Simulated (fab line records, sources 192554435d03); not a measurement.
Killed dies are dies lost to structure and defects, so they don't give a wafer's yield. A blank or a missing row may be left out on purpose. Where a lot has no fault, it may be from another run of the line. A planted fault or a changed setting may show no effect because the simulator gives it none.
Split-lot study ; flow n5 finfet ; 7 lots, 21 wafers read, on a route of 1938 steps

== THE SPLIT ITSELF ==
At N5_BEOL_M2_COAT_05 (resist thk 30 nm), the setting spin rpm was moved away from the recipe's 1500 rpm on 9 of the 21 wafers read, by -10.8% to +10.0%. This setting was run at the recipe's value on the other wafers.

== FROM THE SPLIT TO THE READING: what the file shows between them, 4 steps ==
- N5_BEOL_M2_EBR_07
- N5_BEOL_M2_SOFTBAKE_06: time 60 s
- N5_BEOL_M2_EXPOSE_08: exposes mask M2
- N5_BEOL_M2_PEB_09: peb time 60 s

== THE READING ==
CAR-EUV_of_BEOL_M2_COAT_05.thk nm (the simulator's own value, which no gauge read), in nm, at N5_BEOL_M2_DEVELOP_10 (develop time 30 s). The file gives no usual value for it. Here, 12 wafers ran the recipe; their average is 29.6 nm with a standard deviation of 0.12 nm.

wafer;tool, chamber at the split;spin rpm as run, rpm;against the recipe;CAR-EUV_of_BEOL_M2_COAT_05.thk nm, nm;against lot-mates on the recipe
L077.1;litho track-02, 0;1406;-6.3%;30.6;no lot-mate on the recipe
L077.2;litho track-02, 0;1406;-6.3%;30.4;no lot-mate on the recipe
L077.4;litho track-02, 0;1406;-6.3%;30.4;no lot-mate on the recipe
L079.2;litho track-02, 0;1338;-10.8%;31.6;+1.9
L079.3;litho track-02, 0;1500;recipe;29.6;-
L079.4;litho track-02, 0;1500;recipe;29.8;-
L078.2;litho track-05, 0;1500;recipe;29.6;-
L078.3;litho track-05, 0;1500;recipe;29.6;-
L078.6;litho track-05, 0;1500;recipe;29.6;-
L087.1;litho track-03, 0;1500;recipe;29.4;-
L087.6;litho track-03, 0;1500;recipe;29.4;-
L087.2;litho track-03, 0;1500;recipe;29.6;-
L090.1;litho track-05, 0;1650;+10.0%;28.2;-1.4
L090.5;litho track-05, 0;1500;recipe;29.6;-
L090.6;litho track-05, 0;1650;+10.0%;28;-1.6
L092.1;litho track-05, 0;1500;recipe;29.8;-
L092.5;litho track-05, 0;1545;+3.0%;29.2;-0.6
L092.6;litho track-05, 0;1545;+3.0%;29.4;-0.4
L095.3;litho track-03, 0;1500;recipe;29.6;-
L095.5;litho track-03, 0;1500;recipe;29.6;-
L095.4;litho track-03, 0;1625;+8.3%;28.4;-1.2

THE FIT
A straight line over all 21 wafers: CAR-EUV_of_BEOL_M2_COAT_05.thk nm changes by -0.153 nm for each +1% of spin rpm; r = -0.98; the points scatter about the line by 0.15 nm.
The same after taking each lot's own level away (the mean of its wafers on the recipe; 18 wafers): -0.159 nm for each +1%; r = -0.99; scatter 0.094 nm.
The reading moves by 1.7 nm for the largest change in spin rpm, on that fit.
The lots' own levels span 29.47 to 29.80 nm, that is 2.9 times the standard deviation above.
The two slopes agree, so the slope changes little with the lot-to-lot level.
Check: with one of the wafers moved furthest among these (-10.8%) left out of the fit, the line predicts +1.6 nm for it against its lot-mates. It came out at +1.9 nm against them.

== OTHER SPLITS ON THESE WAFERS ==
Note: prior to the reading, these wafers also went through further splits. Each is held against what the fit with the lots' levels taken away leaves over:
other split on the same wafers;wafers away from the commonest value;r with CAR-EUV_of_BEOL_M2_COAT_05.thk nm (lot level and that fit taken away)
N5_MOL_CONTACT_COAG_COAT_103 spin rpm;6;-0.07
N5_MOL_CONTACT_COAG_ALD_27 time s;11;-0.11
N5_MOL_CONTACT_COAG_CVD_140 target thk a;13;+0.17
N5_BEOL_M0_ETCH_138 source w;6;-0.37
N5_BEOL_M0_ETCH_109 bias w;7;+0.26
N5_BEOL_M1_VIA_ETCH_34 bias w;8;-0.27
N5_BEOL_M1_TRENCH_ETCH_37 bias w;11;+0.32

== THE WHOLE CHAIN: every reading that the file lists as answering this split, in the file's order ==
step;what it does;reading;change (the file's fit);r (the file's)
N5_BEOL_M2_COAT_05;resist thk 30 nm;CAR-EUV_of_BEOL_M2_COAT_05.thk nm (the simulator's own value, which no gauge read);-0.149 nm for each +1% of the setting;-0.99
N5_BEOL_M2_DEVELOP_10;develop time 30 s;CAR-EUV_of_BEOL_M2_COAT_05.thk nm (the simulator's own value, which no gauge read);-0.159 nm for each +1% of the setting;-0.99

== FILE'S OWN FIT ==
CAR-EUV_of_BEOL_M2_COAT_05.thk nm changes by -0.159 nm for each +1% of spin rpm, r = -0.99.
